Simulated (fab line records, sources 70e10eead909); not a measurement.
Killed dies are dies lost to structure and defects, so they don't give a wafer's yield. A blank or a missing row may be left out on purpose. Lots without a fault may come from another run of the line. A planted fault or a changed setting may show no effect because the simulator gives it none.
Which tool did it? | flow nand_harc | 6 lots, 18 wafers sampled, at 3 steps of a route of 1302

WHAT THE GAUGES READ, wafer by wafer
NHARC_P_GATE_CD_MEAS_46: target cd 720 nm.
lot  | measured     | on        | cd_nm (nm)
L859 | day 5 21:25  | cd_sem-01 | 722.4 722.8 721.6
L863 | day 7 17:37  | cd_sem-03 | 721.6 721.7 721.0
L868 | day 9 13:37  | cd_sem-02 | 713.8 714.2 713.1
L876 | day 13 00:11 | cd_sem-02 | 720.2 719.7 717.9
L879 | day 14 04:10 | cd_sem-01 | 721.6 720.5 722.2
L881 | day 14 23:33 | cd_sem-02 | 721.5 721.2 720.3

WHICH TOOL RAN EACH LOT (tool, then ch and the chambers of the sampled wafers, then the start)
lot  | NHARC_P_STI_CMP_21           | NHARC_P_GATE_PEB_44
L859 | cmp-04 ch 0,1,2, day 4 02:20 | litho_track-03 ch 0, day 5 21:19
L863 | cmp-02 ch 1,2,3, day 5 17:13 | litho_track-05 ch 0, day 7 17:32
L868 | cmp-02 ch 1,2, day 7 20:00   | litho_track-07 ch 0, day 9 13:32
L876 | cmp-03 ch 1,3, day 11 02:11  | litho_track-07 ch 0, day 13 00:05
L879 | cmp-02 ch 0,1, day 12 09:02  | litho_track-05 ch 0, day 14 04:04
L881 | cmp-04 ch 0,3, day 13 04:19  | litho_track-07 ch 0, day 14 23:28
- NHARC_P_STI_CMP_21: polishes, t overpolish 20 s, target thk 380.67 nm.
- NHARC_P_GATE_PEB_44: peb time 85 s.

THE ANSWER, worked out from the rows above alone
Rule: what is usual is taken from the lots themselves. Put in order of their means at a reading, lots are off if they are a third of the lots or fewer, leave a main group of 4 or more, and stand apart from it by a gap of 3 or more times the standard deviation of the main group's means; of several such gaps the widest counts. A main group whose means are all the same, to the digits that the tables above print for the reading, isn't used. A lot without any number at a reading at which 4 lots or more have one is off too. The other lots that the step has rows for count as sound.
Off: L868, at NHARC_P_GATE_CD_MEAS_46 (cd_nm). The main group: mean 721.1 nm, standard deviation 1.
A tool fits if, at a process step before that reading, it ran every lot that is off, and no sound lot after the first of them. The gauges at NHARC_P_GATE_CD_MEAS_46 are tried like those tools. None of those tried fits.

WHAT THE SIMULATOR HAD PUT IN
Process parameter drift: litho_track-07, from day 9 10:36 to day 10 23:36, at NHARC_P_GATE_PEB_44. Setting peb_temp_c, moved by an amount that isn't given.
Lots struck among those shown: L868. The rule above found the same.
